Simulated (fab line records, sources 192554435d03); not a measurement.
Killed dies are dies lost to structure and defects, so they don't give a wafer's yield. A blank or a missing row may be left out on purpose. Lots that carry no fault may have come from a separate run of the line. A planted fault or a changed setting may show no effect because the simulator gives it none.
Split-lot study / flow n5_finfet / route with 1938 steps; 7 lots, 39 wafers read

THE SPLIT ITSELF
At N5_BEOL_M0_SAQP_SPACER2_ALD_26 (deposits SiO2, target thk 15 nm, pulse time 1 s, purge time 2 s), the setting target_thk_a was moved away from the recipe's 150 angstrom on 18 of the 39 wafers read, by -38.8% to +25.8%. This setting was run at the recipe's value on the other wafers.

FROM THE SPLIT TO THE READING: what the file shows between them, 2 steps
- N5_BEOL_M0_SAQP_SPACER2_ETCHBACK_27: etches SiO2 in CHF3/O2, target depth 22.5 nm, time 11.25 s
- N5_BEOL_M0_SAQP_MANDREL2_REMOVE_110: chemistry HBr/Cl2/O2, target a-Si, stops on SiCN, bt time 10 s

THE READING
Shown in nm: cd_nm at N5_BEOL_M0_SAQP_CD_MEAS_29, with target cd 14.4 nm. A value of 15.00 nm with a standard deviation of 0.22 nm is what fault-free wafers of this fab line usually give.

wafer=L076.1; tool, chamber at the split=ald_sin-01, 0; target_thk_a as run, angstrom=118.6; against the recipe=-20.9%; cd_nm, nm=12.11; against lot-mates on the recipe=-2.90
wafer=L076.2; tool, chamber at the split=ald_sin-01, 2,3; target_thk_a as run, angstrom=118.6; against the recipe=-20.9%; cd_nm, nm=11.56; against lot-mates on the recipe=-3.45
wafer=L076.3; tool, chamber at the split=ald_sin-01, 3; target_thk_a as run, angstrom=150; against the recipe=recipe; cd_nm, nm=14.71; against lot-mates on the recipe=-
wafer=L076.4; tool, chamber at the split=ald_sin-01, 2,3; target_thk_a as run, angstrom=118.6; against the recipe=-20.9%; cd_nm, nm=11.60; against lot-mates on the recipe=-3.41
wafer=L076.5; tool, chamber at the split=ald_sin-01, 0,2; target_thk_a as run, angstrom=150; against the recipe=recipe; cd_nm, nm=15.12; against lot-mates on the recipe=-
wafer=L076.6; tool, chamber at the split=ald_sin-01, 0,2; target_thk_a as run, angstrom=150; against the recipe=recipe; cd_nm, nm=15.20; against lot-mates on the recipe=-
wafer=L083.1; tool, chamber at the split=ald_sin-01, 0,2,3; target_thk_a as run, angstrom=150; against the recipe=recipe; cd_nm, nm=15.15; against lot-mates on the recipe=-
wafer=L083.2; tool, chamber at the split=ald_sin-01, 0,2,3; target_thk_a as run, angstrom=150; against the recipe=recipe; cd_nm, nm=15.35; against lot-mates on the recipe=-
wafer=L083.6; tool, chamber at the split=ald_sin-01, 0,2,3; target_thk_a as run, angstrom=150; against the recipe=recipe; cd_nm, nm=15.06; against lot-mates on the recipe=-
wafer=L086.1; tool, chamber at the split=ald_sin-02, 3,0,0; target_thk_a as run, angstrom=150; against the recipe=recipe; cd_nm, nm=15.38; against lot-mates on the recipe=-
wafer=L086.2; tool, chamber at the split=ald_sin-02, 3,0,0; target_thk_a as run, angstrom=150; against the recipe=recipe; cd_nm, nm=15.01; against lot-mates on the recipe=-
wafer=L086.3; tool, chamber at the split=ald_sin-02, 2,1,1; target_thk_a as run, angstrom=97.56; against the recipe=-35.0%; cd_nm, nm=9.61; against lot-mates on the recipe=-5.68
wafer=L086.4; tool, chamber at the split=ald_sin-02, 2,1,1; target_thk_a as run, angstrom=97.56; against the recipe=-35.0%; cd_nm, nm=9.93; against lot-mates on the recipe=-5.36
wafer=L086.5; tool, chamber at the split=ald_sin-02, 2,1,1; target_thk_a as run, angstrom=97.56; against the recipe=-35.0%; cd_nm, nm=9.98; against lot-mates on the recipe=-5.31
wafer=L086.6; tool, chamber at the split=ald_sin-02, 3,0,0; target_thk_a as run, angstrom=150; against the recipe=recipe; cd_nm, nm=15.49; against lot-mates on the recipe=-
wafer=L087.1; tool, chamber at the split=ald_sin-02, 0,1,0; target_thk_a as run, angstrom=172.9; against the recipe=+15.3%; cd_nm, nm=17.47; against lot-mates on the recipe=+2.66
wafer=L087.2; tool, chamber at the split=ald_sin-02, 2,1,2; target_thk_a as run, angstrom=150; against the recipe=recipe; cd_nm, nm=14.96; against lot-mates on the recipe=-
wafer=L087.3; tool, chamber at the split=ald_sin-02, 2,1,2; target_thk_a as run, angstrom=150; against the recipe=recipe; cd_nm, nm=14.57; against lot-mates on the recipe=-
wafer=L087.4; tool, chamber at the split=ald_sin-02, 2,1,2; target_thk_a as run, angstrom=150; against the recipe=recipe; cd_nm, nm=14.89; against lot-mates on the recipe=-
wafer=L087.5; tool, chamber at the split=ald_sin-02, 0,1,0; target_thk_a as run, angstrom=172.9; against the recipe=+15.3%; cd_nm, nm=17.67; against lot-mates on the recipe=+2.86
wafer=L087.6; tool, chamber at the split=ald_sin-02, 0,1,0; target_thk_a as run, angstrom=172.9; against the recipe=+15.3%; cd_nm, nm=17.21; against lot-mates on the recipe=+2.40
wafer=L089.1; tool, chamber at the split=ald_sin-04, 0,1; target_thk_a as run, angstrom=150; against the recipe=recipe; cd_nm, nm=15.64; against lot-mates on the recipe=-
wafer=L089.2; tool, chamber at the split=ald_sin-04, 1,2,0; target_thk_a as run, angstrom=188.7; against the recipe=+25.8%; cd_nm, nm=18.92; against lot-mates on the recipe=+3.60
wafer=L089.3; tool, chamber at the split=ald_sin-04, 1,2,0; target_thk_a as run, angstrom=188.7; against the recipe=+25.8%; cd_nm, nm=18.81; against lot-mates on the recipe=+3.49
wafer=L089.4; tool, chamber at the split=ald_sin-04, 3; target_thk_a as run, angstrom=150; against the recipe=recipe; cd_nm, nm=15.04; against lot-mates on the recipe=-
wafer=L089.5; tool, chamber at the split=ald_sin-04, 0,1; target_thk_a as run, angstrom=150; against the recipe=recipe; cd_nm, nm=15.28; against lot-mates on the recipe=-
wafer=L089.6; tool, chamber at the split=ald_sin-04, 1,2,0; target_thk_a as run, angstrom=188.7; against the recipe=+25.8%; cd_nm, nm=18.89; against lot-mates on the recipe=+3.57
wafer=L090.1; tool, chamber at the split=ald_sin-04, 3,1,0; target_thk_a as run, angstrom=91.83; against the recipe=-38.8%; cd_nm, nm=9.38; against lot-mates on the recipe=-5.63
wafer=L090.2; tool, chamber at the split=ald_sin-04, 2,1,0; target_thk_a as run, angstrom=150; against the recipe=recipe; cd_nm, nm=15.31; against lot-mates on the recipe=-
wafer=L090.3; tool, chamber at the split=ald_sin-04, 3,1,0; target_thk_a as run, angstrom=91.83; against the recipe=-38.8%; cd_nm, nm=9.27; against lot-mates on the recipe=-5.74
wafer=L090.4; tool, chamber at the split=ald_sin-04, 3,1,0; target_thk_a as run, angstrom=91.83; against the recipe=-38.8%; cd_nm, nm=9.20; against lot-mates on the recipe=-5.81
wafer=L090.5; tool, chamber at the split=ald_sin-04, 2,1,0; target_thk_a as run, angstrom=150; against the recipe=recipe; cd_nm, nm=14.94; against lot-mates on the recipe=-
wafer=L090.6; tool, chamber at the split=ald_sin-04, 2,1,0; target_thk_a as run, angstrom=150; against the recipe=recipe; cd_nm, nm=14.77; against lot-mates on the recipe=-
wafer=L096.1; tool, chamber at the split=ald_sin-02, 0; target_thk_a as run, angstrom=183.3; against the recipe=+22.2%; cd_nm, nm=18.34; against lot-mates on the recipe=+3.24
wafer=L096.2; tool, chamber at the split=ald_sin-02, 1,3,2; target_thk_a as run, angstrom=150; against the recipe=recipe; cd_nm, nm=15.12; against lot-mates on the recipe=-
wafer=L096.3; tool, chamber at the split=ald_sin-02, 2,3; target_thk_a as run, angstrom=183.3; against the recipe=+22.2%; cd_nm, nm=18.30; against lot-mates on the recipe=+3.20
wafer=L096.4; tool, chamber at the split=ald_sin-02, 2,3; target_thk_a as run, angstrom=183.3; against the recipe=+22.2%; cd_nm, nm=17.93; against lot-mates on the recipe=+2.83
wafer=L096.5; tool, chamber at the split=ald_sin-02, 1,3,2; target_thk_a as run, angstrom=150; against the recipe=recipe; cd_nm, nm=14.91; against lot-mates on the recipe=-
wafer=L096.6; tool, chamber at the split=ald_sin-02, 1,3,2; target_thk_a as run, angstrom=150; against the recipe=recipe; cd_nm, nm=15.27; against lot-mates on the recipe=-
If several chambers appear in one row, that row covers several wafers at once and the file leaves open which wafer was in which chamber.

FIT RESULTS
A straight line over all 39 wafers: cd_nm changes by +0.149 nm for each +1% of target_thk_a; r = +1.00; the points scatter about the line by 0.24 nm.
The same after taking each lot's own level away (the mean of its wafers on the recipe; 39 wafers): +0.149 nm for each +1%; r = +1.00; scatter 0.25 nm.
On that fit, the largest move of target_thk_a shifts the reading by 5.8 nm.
The lots' own levels span 14.807 to 15.320 nm, that is 2.3 times the standard deviation above.
So the lot-to-lot level changes the slope little: the two slopes agree.
Check: for one of the wafers moved furthest among these (-38.8%), held out of the fit, the line's prediction against its lot-mates is -5.85 nm. Against them it came out at -5.63 nm.

THE WHOLE CHAIN: every reading that the file lists as answering this split, in the file's order
step=N5_BEOL_M0_SAQP_SPACER2_ALD_26; what it does=deposits SiO2, target thk 15 nm, pulse time 1 s, purge time 2 s; reading=SiO2_of_BEOL_M0_SAQP_SPACER2_ALD_26.thk_nm (the simulator's own value, which no gauge read); change (the file's fit)=+0.149 nm for each +1% of the setting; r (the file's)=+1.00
step=N5_BEOL_M0_SAQP_MANDREL2_REMOVE_110; what it does=chemistry HBr/Cl2/O2, target a-Si, stops on SiCN, bt time 10 s; reading=BEOL_M0_SAQP.cd_nm (the simulator's own value, which no gauge read); change (the file's fit)=+0.149 nm for each +1% of the setting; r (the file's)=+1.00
step=N5_BEOL_M0_SAQP_CD_MEAS_29; what it does=target cd 14.4 nm; reading=cd_nm; change (the file's fit)=+0.15 nm for each +1% of the setting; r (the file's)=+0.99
step=N5_BEOL_M0_CUTY_ETCH_63; what it does=etches SOC in N2/H2, target depth 82.7 nm, overetch 16.5 nm, time 124 s; reading=SiO2_of_BEOL_M0_SAQP_SPACER2_ALD_26.thk_nm (the simulator's own value, which no gauge read); change (the file's fit)=+0.139 nm for each +1% of the setting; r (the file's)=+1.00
step=N5_BEOL_M0_ETCH_138; what it does=etches SiCN in CH3F/O2, target depth 12 nm, time 31.6 s; reading=SiO2_of_BEOL_M0_SAQP_SPACER2_ALD_26.thk_nm (the simulator's own value, which no gauge read); change (the file's fit)=+0.126 nm for each +1% of the setting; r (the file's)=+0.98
step=N5_BEOL_M0_HM_OPEN_105; what it does=chemistry Cl2/BCl3, target TiN, target depth 12 nm; reading=SiO2_of_BEOL_M0_SAQP_SPACER2_ALD_26.thk_nm (the simulator's own value, which no gauge read); change (the file's fit)=not straight: 0.6 at the lowest setting, 2.724 at the recipe, 6.6 at the highest; r (the file's)=not given

FILE'S OWN FIT
cd_nm changes by +0.15 nm for each +1% of target_thk_a, r = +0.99.
